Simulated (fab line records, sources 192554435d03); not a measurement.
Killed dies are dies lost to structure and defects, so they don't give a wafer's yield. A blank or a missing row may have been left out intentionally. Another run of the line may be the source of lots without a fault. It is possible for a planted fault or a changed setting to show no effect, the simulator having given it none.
Split-lot experiment / flow n5 finfet / 21 wafers read from 7 lots, route of 1938 steps

== SPLIT DETAILS ==
At N5_MOL_CONTACT_COAG_CVD_140 (deposits W, target thk 66.5 nm, time 215 s), the setting target thk a was moved away from the recipe's 665 angstrom on 9 of the 21 wafers read, by -4.5% to +11.8%. The other wafers ran this setting at the recipe's value.

The split's own step is where the reading is taken.

== THE READING ==
W_of_MOL_CONTACT_COAG_CVD_140.thk nm (the simulator's own value, which no gauge read), in nm, at N5_MOL_CONTACT_COAG_CVD_140 (deposits W, target thk 66.5 nm, time 215 s). No usual value for it is given in the file. Here, 12 wafers ran the recipe; their average is 65.9 nm with a standard deviation of 0.64 nm.

wafer=L077.2; tool, chamber at the split=cvd w-01, 1; target thk a as run, angstrom=695.1; against the recipe=+4.5%; W_of_MOL_CONTACT_COAG_CVD_140.thk nm, nm=68.8; against lot-mates on the recipe=no lot-mate on the recipe
wafer=L077.4; tool, chamber at the split=cvd w-01, 0; target thk a as run, angstrom=695.1; against the recipe=+4.5%; W_of_MOL_CONTACT_COAG_CVD_140.thk nm, nm=68.4; against lot-mates on the recipe=no lot-mate on the recipe
wafer=L077.6; tool, chamber at the split=cvd w-01, 0; target thk a as run, angstrom=695.1; against the recipe=+4.5%; W_of_MOL_CONTACT_COAG_CVD_140.thk nm, nm=67.4; against lot-mates on the recipe=no lot-mate on the recipe
wafer=L084.2; tool, chamber at the split=cvd w-02, 0; target thk a as run, angstrom=704.8; against the recipe=+6.0%; W_of_MOL_CONTACT_COAG_CVD_140.thk nm, nm=70.6; against lot-mates on the recipe=+4.0
wafer=L084.3; tool, chamber at the split=cvd w-02, 1; target thk a as run, angstrom=665; against the recipe=recipe; W_of_MOL_CONTACT_COAG_CVD_140.thk nm, nm=66.6; against lot-mates on the recipe=-
wafer=L084.5; tool, chamber at the split=cvd w-02, 1; target thk a as run, angstrom=665; against the recipe=recipe; W_of_MOL_CONTACT_COAG_CVD_140.thk nm, nm=66.6; against lot-mates on the recipe=-
wafer=L089.1; tool, chamber at the split=cvd w-01, 0; target thk a as run, angstrom=665; against the recipe=recipe; W_of_MOL_CONTACT_COAG_CVD_140.thk nm, nm=65.8; against lot-mates on the recipe=-
wafer=L089.4; tool, chamber at the split=cvd w-01, 0; target thk a as run, angstrom=743.4; against the recipe=+11.8%; W_of_MOL_CONTACT_COAG_CVD_140.thk nm, nm=74.4; against lot-mates on the recipe=+8.9
wafer=L089.6; tool, chamber at the split=cvd w-01, 0; target thk a as run, angstrom=665; against the recipe=recipe; W_of_MOL_CONTACT_COAG_CVD_140.thk nm, nm=65.2; against lot-mates on the recipe=-
wafer=L090.4; tool, chamber at the split=cvd w-02, 1; target thk a as run, angstrom=665; against the recipe=recipe; W_of_MOL_CONTACT_COAG_CVD_140.thk nm, nm=64.8; against lot-mates on the recipe=-
wafer=L090.5; tool, chamber at the split=cvd w-02, 0; target thk a as run, angstrom=665; against the recipe=recipe; W_of_MOL_CONTACT_COAG_CVD_140.thk nm, nm=65.2; against lot-mates on the recipe=-
wafer=L090.6; tool, chamber at the split=cvd w-02, 1; target thk a as run, angstrom=665; against the recipe=recipe; W_of_MOL_CONTACT_COAG_CVD_140.thk nm, nm=65.4; against lot-mates on the recipe=-
wafer=L093.1; tool, chamber at the split=cvd w-02, 1; target thk a as run, angstrom=635.4; against the recipe=-4.5%; W_of_MOL_CONTACT_COAG_CVD_140.thk nm, nm=63.4; against lot-mates on the recipe=no lot-mate on the recipe
wafer=L093.3; tool, chamber at the split=cvd w-02, 0; target thk a as run, angstrom=635.4; against the recipe=-4.5%; W_of_MOL_CONTACT_COAG_CVD_140.thk nm, nm=63.2; against lot-mates on the recipe=no lot-mate on the recipe
wafer=L093.6; tool, chamber at the split=cvd w-02, 1; target thk a as run, angstrom=635.4; against the recipe=-4.5%; W_of_MOL_CONTACT_COAG_CVD_140.thk nm, nm=63.6; against lot-mates on the recipe=no lot-mate on the recipe
wafer=L092.1; tool, chamber at the split=cvd w-02, 0; target thk a as run, angstrom=665; against the recipe=recipe; W_of_MOL_CONTACT_COAG_CVD_140.thk nm, nm=66.8; against lot-mates on the recipe=-
wafer=L092.3; tool, chamber at the split=cvd w-02, 1; target thk a as run, angstrom=665; against the recipe=recipe; W_of_MOL_CONTACT_COAG_CVD_140.thk nm, nm=66; against lot-mates on the recipe=-
wafer=L092.4; tool, chamber at the split=cvd w-02, 0; target thk a as run, angstrom=665; against the recipe=recipe; W_of_MOL_CONTACT_COAG_CVD_140.thk nm, nm=66.6; against lot-mates on the recipe=-
wafer=L096.2; tool, chamber at the split=cvd w-02, 0; target thk a as run, angstrom=665; against the recipe=recipe; W_of_MOL_CONTACT_COAG_CVD_140.thk nm, nm=66.2; against lot-mates on the recipe=-
wafer=L096.3; tool, chamber at the split=cvd w-02, 1; target thk a as run, angstrom=665; against the recipe=recipe; W_of_MOL_CONTACT_COAG_CVD_140.thk nm, nm=65.6; against lot-mates on the recipe=-
wafer=L096.6; tool, chamber at the split=cvd w-02, 0; target thk a as run, angstrom=732.3; against the recipe=+10.1%; W_of_MOL_CONTACT_COAG_CVD_140.thk nm, nm=72.6; against lot-mates on the recipe=+6.7

THE FIT
A straight line over all 21 wafers: W_of_MOL_CONTACT_COAG_CVD_140.thk nm changes by +0.652 nm for each +1% of target thk a; r = +0.97; the points scatter about the line by 0.69 nm.
The same after taking each lot's own level away (the mean of its wafers on the recipe; 15 wafers): +0.711 nm for each +1%; r = +0.99; scatter 0.34 nm.
According to that fit, moving target thk a by its largest amount changes the reading by 8.4 nm.
The span of the lots' own levels, 65.13 to 66.60 nm, comes to 2.3 times the standard deviation stated above.
Hence the lot-to-lot level has little effect on the slope; both slopes agree.
Check: for one of the wafers moved furthest among these (+11.8%), held out of the fit, the line's prediction against its lot-mates is +7.82 nm. Against them it came out at +8.9 nm.

== THESE WAFERS: OTHER SPLITS ==
Before the reading, these wafers also passed through other splits. Each is held against what the fit with the lots' levels taken away leaves over:
other split on the same wafers=N5_SDB_COAT_05 spin rpm; wafers away from the commonest value=5; r with W_of_MOL_CONTACT_COAG_CVD_140.thk nm (lot level and that fit taken away)=-0.10
other split on the same wafers=N5_HKMG_FIN_COAT_66 spin rpm; wafers away from the commonest value=8; r with W_of_MOL_CONTACT_COAG_CVD_140.thk nm (lot level and that fit taken away)=-0.05

== FILE'S OWN FIT ==
W_of_MOL_CONTACT_COAG_CVD_140.thk nm changes by +0.709 nm for each +1% of target thk a, r = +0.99.
